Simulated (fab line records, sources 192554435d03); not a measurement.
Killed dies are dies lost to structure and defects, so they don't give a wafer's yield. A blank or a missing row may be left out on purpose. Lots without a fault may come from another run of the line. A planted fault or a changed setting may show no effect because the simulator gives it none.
One fault seen from 3 desks | flow n5_finfet | each desk has only its own numbers; what lay behind them comes last

THE METROLOGY DESK
What the gauges read, lot by lot, whatever tool the lot ran on: means of the sampled wafers that have a number. A lot is out of limits, marked OUT, if its mean lies more than 4 standard deviations from the usual mean; the brackets give that distance.
Columns: A = cd_nm at N5_BEOL_M8_CD_MEAS_11, usual 38.6 nm; B = M8_OVL at N5_BEOL_M8_OVL_MEAS_12, usual -0.2 nm
lot  | first seen here | A    | B
L432 | day 9 06:49     | 37.8 | 0.6
L442 | day 11 23:52    | 38.5 | 0.8
L443 | day 12 09:10    | 38.5 | -1.1
L446 | day 13 05:55    | 38.4 | 0.1
L450 | day 13 18:51    | 38.3 | 0.1
L451 | day 14 01:30    | 39.4 | 0.0
This desk's finding: nothing out of limits on any of the 6 lots.

THE DEFECT DESK
What the inspections along the route counted, lot by lot: means of the sampled wafers that have a number. A lot is out of limits, marked OUT, if its mean lies more than 4 standard deviations from the usual mean; the brackets give that distance.
Columns: A = raw_defect_count at N5_BEOL_M8_INSPECT_13, usual 415
lot  | first seen here | A
L432 | day 9 06:52     | 416
L442 | day 11 23:56    | 401
L443 | day 12 09:13    | 371
L446 | day 13 05:58    | 497
L450 | day 13 18:55    | 292
L451 | day 14 01:33    | 472
This desk's finding: nothing out of limits on any of the 6 lots.

THE TOOL OWNER'S DESK: rie_diel-06
The tool's own readings at N5_BEOL_M8_ETCH_62 (etches SOC in N2/H2, target depth 110 nm, overetch 22 nm, time 165 s): means of the sampled wafers that have a number, for each lot that ran on this tool. A lot is out of limits, marked OUT, if its mean lies more than 4 standard deviations from the usual mean; the brackets give that distance.
Columns: A = drypump_motor_current_A at N5_BEOL_M8_ETCH_62, usual 5.6 A; B = oes_product_au at N5_BEOL_M8_ETCH_62, usual 0.67 a.u.; C = rf_vpp_V at N5_BEOL_M8_ETCH_62, usual 523.8 V; D = showerhead_plenum_p_Torr at N5_BEOL_M8_ETCH_62, usual 2.54 Torr; E = throttle_valve_pct at N5_BEOL_M8_ETCH_62, usual 17.74 %
lot  | first seen here | A   | B    | C     | D    | E
L432 | day 9 07:00     | 6.2 | 0.67 | 522.9 | 2.51 | 17.65
L443 | day 12 09:26    | 5.6 | 0.66 | 523.5 | 2.51 | 17.64
L446 | day 13 06:05    | 5.6 | 0.66 | 522.6 | 2.50 | 17.65
This desk's finding: nothing out of limits on any of the 3 lots.

PUT TOGETHER
The metrology desk saw nothing out of limits.
The defect desk saw nothing out of limits.
The tool owner's desk saw nothing out of limits.

WHAT THE SIMULATOR HAD PUT IN
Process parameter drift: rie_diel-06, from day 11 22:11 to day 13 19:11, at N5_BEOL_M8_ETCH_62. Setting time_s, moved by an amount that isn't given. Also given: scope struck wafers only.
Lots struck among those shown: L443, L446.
